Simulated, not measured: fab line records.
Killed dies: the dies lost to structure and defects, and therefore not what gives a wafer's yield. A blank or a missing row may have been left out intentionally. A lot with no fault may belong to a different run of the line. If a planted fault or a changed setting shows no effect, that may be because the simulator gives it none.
Matching of chambers :: flow nand_harc :: NHARC_A_SGD_CUT_CMP_21 on cmp-03 has 4 sister chambers
The step polishes, target thk 148.19 nm. 18 wafers are shown with their chamber, then 9 later ones without.

== WAFERS, EACH WITH ITS CHAMBER ==
wafer: L074.1
chamber: 3
motor_current_A (A): 12.3
time_to_endpoint_s (s): 48

wafer: L074.3
chamber: 1
motor_current_A (A): 11.7
time_to_endpoint_s (s): 49

wafer: L074.5
chamber: 3
motor_current_A (A): 10.8
time_to_endpoint_s (s): 47

wafer: L075.1
chamber: 3
motor_current_A (A): 11.6
time_to_endpoint_s (s): 48

wafer: L075.2
chamber: 1
motor_current_A (A): 12.3
time_to_endpoint_s (s): 45

wafer: L075.3
chamber: 0
motor_current_A (A): 11.4
time_to_endpoint_s (s): 53

wafer: L078.1
chamber: 1
motor_current_A (A): 12.0
time_to_endpoint_s (s): 50

wafer: L078.4
chamber: 0
motor_current_A (A): 11.2
time_to_endpoint_s (s): 54

wafer: L078.6
chamber: 2
motor_current_A (A): 13.6
time_to_endpoint_s (s): 46

wafer: L082.2
chamber: 1
motor_current_A (A): 12.5
time_to_endpoint_s (s): 45

wafer: L082.5
chamber: 3
motor_current_A (A): 11.7
time_to_endpoint_s (s): 47

wafer: L082.6
chamber: 0
motor_current_A (A): 11.0
time_to_endpoint_s (s): 48

wafer: L085.2
chamber: 2
motor_current_A (A): 13.2
time_to_endpoint_s (s): 45

wafer: L085.3
chamber: 1
motor_current_A (A): 12.1
time_to_endpoint_s (s): 48

wafer: L085.6
chamber: 2
motor_current_A (A): 13.5
time_to_endpoint_s (s): 43

wafer: L086.2
chamber: 3
motor_current_A (A): 12.2
time_to_endpoint_s (s): 48

wafer: L086.3
chamber: 1
motor_current_A (A): 11.9
time_to_endpoint_s (s): 48

wafer: L086.5
chamber: 0
motor_current_A (A): 11.2
time_to_endpoint_s (s): 47

SIGNATURES (means of the wafers above)
reading: motor_current_A
chamber 0: 11.200
chamber 1: 12.083
chamber 2: 13.433
chamber 3: 11.720
scatter within a chamber: 0.378

reading: time_to_endpoint_s
chamber 0: 50.50
chamber 1: 47.50
chamber 2: 44.67
chamber 3: 47.60
scatter within a chamber: 2.14
Rule: for a wafer and a chamber, the distance is found by dividing, reading by reading, the gap between the wafer's reading and the chamber's mean by the reading's scatter, squaring, summing and taking the root. If the next closest chamber is less than 2 further off than the closest, the wafer can't be placed; otherwise it belongs to the closest. The scatter: the root of (the sum of the squares of (reading less its chamber's mean) over the shown wafers, divided by (wafers less chambers)).

== WAFERS MISSING THEIR CHAMBER ==
wafer: L089.1
motor_current_A (A): 11.0
time_to_endpoint_s (s): 52

wafer: L089.3
motor_current_A (A): 13.8
time_to_endpoint_s (s): 47

wafer: L089.4
motor_current_A (A): 11.9
time_to_endpoint_s (s): 52

wafer: L092.4
motor_current_A (A): 12.7
time_to_endpoint_s (s): 51

wafer: L092.5
motor_current_A (A): 11.9
time_to_endpoint_s (s): 54

wafer: L092.6
motor_current_A (A): 10.9
time_to_endpoint_s (s): 53

wafer: L096.1
motor_current_A (A): 12.3
time_to_endpoint_s (s): 46

wafer: L096.4
motor_current_A (A): 12.3
time_to_endpoint_s (s): 48

wafer: L096.6
motor_current_A (A): 12.0
time_to_endpoint_s (s): 48

== CHAMBER TAKEN BY EACH ==
wafer: L089.1
from the rows above: can't be placed: 0 or 3
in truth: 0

wafer: L089.3
from the rows above: 2
in truth: 2

wafer: L089.4
from the rows above: can't be placed: 0 or 3 or 1
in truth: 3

wafer: L092.4
from the rows above: can't be placed: 1 or 3 or 2 or 0
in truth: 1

wafer: L092.5
from the rows above: can't be placed: 0 or 3 or 1
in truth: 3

wafer: L092.6
from the rows above: can't be placed: 0 or 3
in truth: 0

wafer: L096.1
from the rows above: can't be placed: 1 or 3
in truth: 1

wafer: L096.4
from the rows above: can't be placed: 1 or 3
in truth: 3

wafer: L096.6
from the rows above: can't be placed: 1 or 3
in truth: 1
Placed correctly: 1 of 9. Can't be placed from these rows: 8 (the true chamber is among the candidates in 8). 0 placed wrongly.
